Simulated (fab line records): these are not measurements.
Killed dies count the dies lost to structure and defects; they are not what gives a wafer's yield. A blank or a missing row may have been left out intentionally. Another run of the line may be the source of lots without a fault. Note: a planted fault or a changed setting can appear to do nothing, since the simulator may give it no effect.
Chamber matching / flow n5_finfet / N5_BEOL_M8_CURE_74 on uv_cure-02: 3 sister chambers
The step cures SiCOH lowk, time 240 s. 20 wafers are shown with their chamber, then 10 later ones without.

== WAFERS PAIRED WITH THEIR CHAMBERS ==
wafer=L074.2; chamber=2; wafer_temp_C_max=387.1; lamp_power_pct (%)=52.26
wafer=L074.3; chamber=2; wafer_temp_C_max=387.1; lamp_power_pct (%)=52.37
wafer=L074.6; chamber=2; wafer_temp_C_max=387.1; lamp_power_pct (%)=52.36
wafer=L077.1; chamber=1; wafer_temp_C_max=387.1; lamp_power_pct (%)=52.25
wafer=L077.5; chamber=1; wafer_temp_C_max=388.7; lamp_power_pct (%)=52.39
wafer=L077.6; chamber=1; wafer_temp_C_max=387.6; lamp_power_pct (%)=52.23
wafer=L077.2; chamber=1; wafer_temp_C_max=387.8; lamp_power_pct (%)=52.34
wafer=L077.3; chamber=1; wafer_temp_C_max=387.3; lamp_power_pct (%)=52.32
wafer=L077.4; chamber=1; wafer_temp_C_max=387.6; lamp_power_pct (%)=52.35
wafer=L078.1; chamber=2; wafer_temp_C_max=387.0; lamp_power_pct (%)=52.27
wafer=L078.2; chamber=2; wafer_temp_C_max=386.7; lamp_power_pct (%)=52.23
wafer=L078.5; chamber=2; wafer_temp_C_max=387.5; lamp_power_pct (%)=52.34
wafer=L082.3; chamber=1; wafer_temp_C_max=387.2; lamp_power_pct (%)=52.26
wafer=L082.4; chamber=1; wafer_temp_C_max=387.5; lamp_power_pct (%)=52.31
wafer=L082.5; chamber=1; wafer_temp_C_max=388.5; lamp_power_pct (%)=52.36
wafer=L083.3; chamber=0; wafer_temp_C_max=387.3; lamp_power_pct (%)=52.25
wafer=L083.5; chamber=0; wafer_temp_C_max=387.0; lamp_power_pct (%)=52.27
wafer=L083.6; chamber=0; wafer_temp_C_max=388.0; lamp_power_pct (%)=52.34
wafer=L084.2; chamber=1; wafer_temp_C_max=387.3; lamp_power_pct (%)=52.34
wafer=L084.5; chamber=1; wafer_temp_C_max=387.5; lamp_power_pct (%)=52.35

SIGNATURES (means of the wafers above)
reading=wafer_temp_C_max; chamber 0=387.433; chamber 1=387.645; chamber 2=387.083; scatter within a chamber=0.454
reading=lamp_power_pct; chamber 0=52.2867; chamber 1=52.3182; chamber 2=52.3050; scatter within a chamber=0.0529
Rule: distance of a wafer from a chamber = root of the sum over the readings of ((wafer's reading minus chamber's mean) / reading's scatter) squared. The wafer belongs to the nearest chamber; if the next one is less than 2 further off, it can't be placed. The scatter is the square root of a quotient: the sum, over the shown wafers, of each reading's squared deviation from its chamber's mean, divided by wafers minus chambers.

== WAFERS WITHOUT THEIR CHAMBER ==
wafer=L084.6; wafer_temp_C_max=388.6; lamp_power_pct (%)=52.26
wafer=L088.1; wafer_temp_C_max=386.4; lamp_power_pct (%)=52.36
wafer=L088.2; wafer_temp_C_max=386.4; lamp_power_pct (%)=52.27
wafer=L088.4; wafer_temp_C_max=387.2; lamp_power_pct (%)=52.18
wafer=L090.3; wafer_temp_C_max=387.3; lamp_power_pct (%)=52.29
wafer=L090.5; wafer_temp_C_max=387.3; lamp_power_pct (%)=52.28
wafer=L090.6; wafer_temp_C_max=387.4; lamp_power_pct (%)=52.27
wafer=L094.1; wafer_temp_C_max=386.6; lamp_power_pct (%)=52.23
wafer=L094.4; wafer_temp_C_max=386.8; lamp_power_pct (%)=52.34
wafer=L094.5; wafer_temp_C_max=386.5; lamp_power_pct (%)=52.37

== CHAMBER TAKEN BY EACH ==
wafer=L084.6; from the rows above=can't be placed: 1 or 0 or 2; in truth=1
wafer=L088.1; from the rows above=can't be placed: 2 or 0 or 1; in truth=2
wafer=L088.2; from the rows above=can't be placed: 2 or 0 or 1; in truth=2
wafer=L088.4; from the rows above=can't be placed: 0 or 2 or 1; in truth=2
wafer=L090.3; from the rows above=can't be placed: 0 or 2 or 1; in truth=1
wafer=L090.5; from the rows above=can't be placed: 0 or 2 or 1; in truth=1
wafer=L090.6; from the rows above=can't be placed: 0 or 2 or 1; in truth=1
wafer=L094.1; from the rows above=can't be placed: 2 or 0 or 1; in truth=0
wafer=L094.4; from the rows above=can't be placed: 2 or 0 or 1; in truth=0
wafer=L094.5; from the rows above=can't be placed: 2 or 0 or 1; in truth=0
Correctly placed: 0 of 10. Not placeable from these rows: 10 (in 10, the candidates include the true chamber). Wrongly placed: 0.
